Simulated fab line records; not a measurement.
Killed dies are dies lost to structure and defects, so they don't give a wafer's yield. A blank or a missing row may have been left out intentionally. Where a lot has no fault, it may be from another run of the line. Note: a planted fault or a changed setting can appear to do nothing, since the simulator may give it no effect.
Comparing a struck lot with a sound one -- flow nand-harc -- 13 out of 1159 route steps
Sound: these wafers, L748.1, L748.2, L748.4. Wafers struck: L745.1, L745.2, L745.5. The cause is named last.
For every step that has rows: the tool of each side, followed by ch and its chambers, followed by its first start. Under that, the readings that differ: sound wafers -- struck wafers -- difference of the means -- sigmas: that difference in standard deviations of wafers without a fault.
alike: same words and numbers on both sides, and readings whose means sit less than 2 such deviations apart. not compared: any withheld reading, any reading some wafer has no value for, any bound like >300 that may hide the same value, and any number with overlapping values for which the record gives no deviation.
Wherever a step has rows on one side only, a row that says differs or no value, or a row with sigmas, the two part there. Non-overlapping numbers with no deviation appear without sigmas and do not part them. A reading that every wafer of one side lacks parts them only if that side has two wafers or more.

NHARC_A_SLIT_CD_MEAS_21:
  sound on cd-sem-01, day 18 01:06; struck on cd-sem-01, day 17 21:43
  alike: cd-nm
then, 3 steps without rows for these wafers: NHARC_A_SIN_REMOVE_WET_00 (chemistry H3PO4, time 15300 s); NHARC_A_SIN_REMOVE_PRECLEAN_01 (cleans in SC1); NHARC_A_SIN_REMOVE_SRD_02.
NHARC_A_SIN_REMOVE_INSPECT_04:
  sound on defect-inspect-02, day 18 09:01; struck on defect-inspect-02, day 18 05:27
  alike: raw-defect-count
NHARC_A_WL_FILL_ALD_00: deposits Al2O3, target thk 3 nm, pulse time 3 s, ald cycles 30.
  sound on ald-hk-03 ch 0,1,2, day 18 10:04; struck on ald-hk-03 ch 0,1, day 18 05:31
  alike: heater-power-w, precursor-pulse-height-rel
NHARC_A_WL_FILL_RTA_01: time 5 s.
  sound on rtp-anneal-02 ch 0, day 18 10:21; struck on rtp-anneal-02 ch 0, day 18 05:47
  alike: lamp-power-pct, wafer_temp_C_max
NHARC_A_WL_FILL_ALD_02: deposits TiN, target thk 2 nm, pulse time 3 s, ald cycles 100.
  sound on ald-metal-02 ch 0,1,2, day 18 10:34; struck on ald-metal-02 ch 1,2, day 18 06:00
  alike: heater-power-w, precursor-pulse-height-rel
NHARC_A_WL_FILL_CVD_03: deposits W, target thk 40 nm, time 3302 s.
  sound on cvd-w-01 ch 0,1, day 18 13:57; struck on cvd-w-02 ch 0,1, day 18 06:26
  alike: heater-power-w, throttle-valve-pct
then, 1 step without rows for these wafers: NHARC_A_WL_FILL_ETCHBACK_04 (etches the open film in NF3, target depth 60 nm, time 120 s).
NHARC_A_WL_FILL_ETCHBACK_05: etches the open film in Cl2/BCl3, target depth 22 nm, time 60 s.
  sound on rie-metal-02 ch 0,1, day 18 17:29; struck on rie-metal-02 ch 0,1, day 18 09:56
  no value came back on the struck wafers for chamber-pressure-mTorr (mTorr), drypump-motor-current-A (A), oes-product-au (a.u.); on the sound wafers chamber-pressure-mTorr (mTorr) reads 10.012 9.998 10.011
  not compared: rf-hours-counter-h
NHARC_A_WL_FILL_STRIP_27: strips in N2/H2, time 20 s.
  sound on plasma-asher-02 ch 0,1, day 18 17:38; struck on plasma-asher-02 ch 0,1, day 18 10:16
  alike: drypump-motor-current-A, heater-power-w
  not compared: rf-hours-counter-h
-- jump in the record: it breaks off in module A_WL_FILL and resumes in module END (first step shown: number 1159 of the route), and 4 days separate the struck wafers' starts before and after --
NHARC_END_SORT_01:
  here the record holds rows for the struck wafers (prober-02 ch 0, day 22 16:05) but none for the sound ones

## WHERE THEY PART
Earliest at NHARC_A_WL_FILL_ETCHBACK_05; latest, in this record, at NHARC_END_SORT_01.

WHY: what the simulator had put in
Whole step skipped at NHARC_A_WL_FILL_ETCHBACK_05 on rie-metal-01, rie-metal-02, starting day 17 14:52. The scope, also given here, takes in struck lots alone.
